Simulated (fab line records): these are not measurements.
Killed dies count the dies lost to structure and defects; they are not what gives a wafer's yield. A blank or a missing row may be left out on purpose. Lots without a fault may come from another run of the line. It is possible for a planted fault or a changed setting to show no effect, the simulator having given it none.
Matching of chambers / flow n5_finfet / N5_MOL_CONTACT_COAG_ALD_123 on ald_sin-02: 4 sister chambers
The step deposits SiNx, target thk 5 nm, pulse time 1 s, purge time 2 s. 8 wafers are shown with their chamber, then 9 later ones without.

== WAFERS WITH THEIR CHAMBER ==
wafer=L078.3; chamber=2; heater_power_w (W)=874; precursor_pulse_height_rel=1.010
wafer=L083.4; chamber=3; heater_power_w (W)=837; precursor_pulse_height_rel=1.024
wafer=L086.2; chamber=1; heater_power_w (W)=802; precursor_pulse_height_rel=0.971
wafer=L086.3; chamber=0; heater_power_w (W)=841; precursor_pulse_height_rel=0.962
wafer=L086.6; chamber=1; heater_power_w (W)=818; precursor_pulse_height_rel=1.009
wafer=L088.1; chamber=2; heater_power_w (W)=854; precursor_pulse_height_rel=0.994
wafer=L088.5; chamber=3; heater_power_w (W)=837; precursor_pulse_height_rel=1.020
wafer=L088.6; chamber=0; heater_power_w (W)=808; precursor_pulse_height_rel=1.003

== WAFERS WHOSE CHAMBER IS MISSING ==
wafer=L089.1; heater_power_w (W)=793; precursor_pulse_height_rel=1.030
wafer=L089.2; heater_power_w (W)=823; precursor_pulse_height_rel=1.013
wafer=L089.3; heater_power_w (W)=837; precursor_pulse_height_rel=1.041
wafer=L091.2; heater_power_w (W)=794; precursor_pulse_height_rel=1.004
wafer=L091.5; heater_power_w (W)=874; precursor_pulse_height_rel=1.010
wafer=L091.6; heater_power_w (W)=842; precursor_pulse_height_rel=1.028
wafer=L092.1; heater_power_w (W)=817; precursor_pulse_height_rel=1.029
wafer=L092.2; heater_power_w (W)=817; precursor_pulse_height_rel=0.974
wafer=L092.4; heater_power_w (W)=856; precursor_pulse_height_rel=0.964

== WHICH CHAMBER EACH WENT THROUGH ==
wafer=L089.1; from the rows above=can't be placed: 1 or 3 or 0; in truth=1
wafer=L089.2; from the rows above=can't be placed: 3 or 1 or 0 or 2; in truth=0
wafer=L089.3; from the rows above=can't be placed: 3 or 2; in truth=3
wafer=L091.2; from the rows above=can't be placed: 1 or 0 or 3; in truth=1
wafer=L091.5; from the rows above=can't be placed: 2 or 3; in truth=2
wafer=L091.6; from the rows above=can't be placed: 3 or 2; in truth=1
wafer=L092.1; from the rows above=can't be placed: 3 or 1 or 0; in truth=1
wafer=L092.2; from the rows above=can't be placed: 0 or 1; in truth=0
wafer=L092.4; from the rows above=can't be placed: 2 or 0 or 3 or 1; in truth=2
Placed correctly: 0 of 9. Cannot be placed on the basis of these rows: 9; the candidates contain the true chamber in 8. Placed wrongly: 0.
How it was worked out, from the rows above alone: a wafer's distance from a chamber is the root of the sum, over the readings, of the square of ((its reading less the chamber's mean) divided by the reading's scatter). If the next closest chamber is less than 2 further off than the closest, the wafer can't be placed; otherwise it belongs to the closest. For every chamber, the mean is computed from those of its wafers that are shown. The scatter: the root of (the sum of the squares of (reading less its chamber's mean) over the shown wafers, divided by (wafers less chambers)).
